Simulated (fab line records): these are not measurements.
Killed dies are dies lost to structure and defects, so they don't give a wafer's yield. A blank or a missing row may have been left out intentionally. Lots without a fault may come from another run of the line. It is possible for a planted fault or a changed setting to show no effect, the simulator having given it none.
Chamber matching -- flow n5Finfet -- 4 sister chambers for N5_BEOL_M12_DESCUM_15 on rieDiel-06
The step chemistry O2, time 7.9 s. 4 wafers are shown with their chamber, then 7 later ones without.

WAFERS WITH THEIR CHAMBER
wafer,chamber,drypumpMotorCurrentA (A)
L085.3,2,5.6
L087.1,3,4.9
L091.2,0,5.2
L091.4,1,5.6

WAFERS WITH NO CHAMBER GIVEN
wafer,drypumpMotorCurrentA (A)
L091.6,5.2
L093.1,5.6
L093.2,4.9
L093.6,5.5
L095.2,5.2
L095.3,5.6
L095.6,4.9

EACH ONE'S CHAMBER
wafer,from the rows above,in truth
L091.6,0,0
L093.1,can't be placed: 1 or 2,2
L093.2,3,3
L093.6,can't be placed: 1 or 2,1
L095.2,0,0
L095.3,can't be placed: 1 or 2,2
L095.6,3,3
4 of 7 placed correctly. Unplaceable from these rows: 3, with the true chamber sitting among the candidates in 3. 0 placed wrongly.
How it was worked out, from the rows above alone: a wafer's distance from a chamber is the root of the sum, over the readings, of the square of ((its reading less the chamber's mean) divided by the reading's scatter). If the next closest chamber is less than 2 further off than the closest, the wafer can't be placed; otherwise it belongs to the closest. A chamber's mean is the mean of its shown wafers. The scatter: root of mean squared gap, hidden wafer to nearest shown wafer, with one shown wafer a chamber.
